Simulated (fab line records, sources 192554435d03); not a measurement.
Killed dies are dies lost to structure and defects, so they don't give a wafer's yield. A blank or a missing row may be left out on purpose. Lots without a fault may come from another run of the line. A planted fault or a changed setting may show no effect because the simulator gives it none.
Chamber matching | flow n5_finfet | N5_BEOL_M0_SAQP_STRIP_86 on rie_diel-02: 3 sister chambers
The step strips in N2/H2. 16 wafers are shown with their chamber, then 7 later ones without.

WAFERS WITH THEIR CHAMBER
wafer  | chamber | showerhead_plenum_p_Torr (Torr) | drypump_motor_current_A (A) | oes_product_au (a.u.)
L074.4 | 1       | 3.30                            | 6.1                         | 0.69
L074.5 | 3       | 3.49                            | 5.6                         | 0.73
L074.6 | 0       | 3.33                            | 6.0                         | 0.74
L075.1 | 3       | 3.48                            | 5.6                         | 0.70
L075.3 | 0       | 3.33                            | 6.0                         | 0.73
L075.6 | 1       | 3.29                            | 6.1                         | 0.68
L076.1 | 0       | 3.33                            | 5.9                         | 0.72
L076.3 | 1       | 3.29                            | 6.0                         | 0.68
L076.5 | 0       | 3.33                            | 6.0                         | 0.73
L078.1 | 0       | 3.33                            | 6.0                         | 0.71
L078.3 | 3       | 3.48                            | 5.6                         | 0.71
L078.5 | 0       | 3.33                            | 5.9                         | 0.72
L079.2 | 0       | 3.33                            | 6.0                         | 0.73
L079.4 | 0       | 3.33                            | 6.0                         | 0.73
L079.5 | 0       | 3.33                            | 5.9                         | 0.72
L080.1 | 3       | 3.48                            | 5.6                         | 0.70

SIGNATURES (means of the wafers above)
reading                  | chamber 0 | chamber 1 | chamber 3 | scatter within a chamber
showerhead_plenum_p_Torr | 3.3300    | 3.2933    | 3.4825    | 0.0033
drypump_motor_current_A  | 5.967     | 6.067     | 5.600     | 0.0453
oes_product_au           | 0.7256    | 0.6833    | 0.7100    | 0.00996
Rule: a wafer's distance from a chamber is the root of the sum, over the readings, of the square of ((its reading less the chamber's mean) divided by the reading's scatter). The wafer belongs to the nearest chamber; if the next one is less than 2 further off, it can't be placed. The scatter: the root of (the sum of the squares of (reading less its chamber's mean) over the shown wafers, divided by (wafers less chambers)).

WAFERS WITHOUT THEIR CHAMBER
wafer  | showerhead_plenum_p_Torr (Torr) | drypump_motor_current_A (A) | oes_product_au (a.u.)
L080.4 | 3.48                            | 5.6                         | 0.71
L080.6 | 3.33                            | 6.0                         | 0.72
L088.1 | 3.29                            | 6.1                         | 0.95
L088.4 | 3.32                            | 6.0                         | 0.70
L088.5 | 3.47                            | 5.6                         | 0.69
L095.1 | 3.46                            | 5.5                         | 0.68
L095.5 | 3.28                            | 6.1                         | 0.95

WHICH CHAMBER EACH WENT THROUGH
wafer  | from the rows above     | in truth
L080.4 | 3                       | 3
L080.6 | 0                       | 0
L088.1 | can't be placed: 0 or 1 | 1
L088.4 | 0                       | 0
L088.5 | 3                       | 3
L095.1 | 3                       | 3
L095.5 | can't be placed: 1 or 0 | 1
Placed correctly: 5 of 7. Can't be placed from these rows: 2 (the true chamber is among the candidates in 2). Placed wrongly: 0.
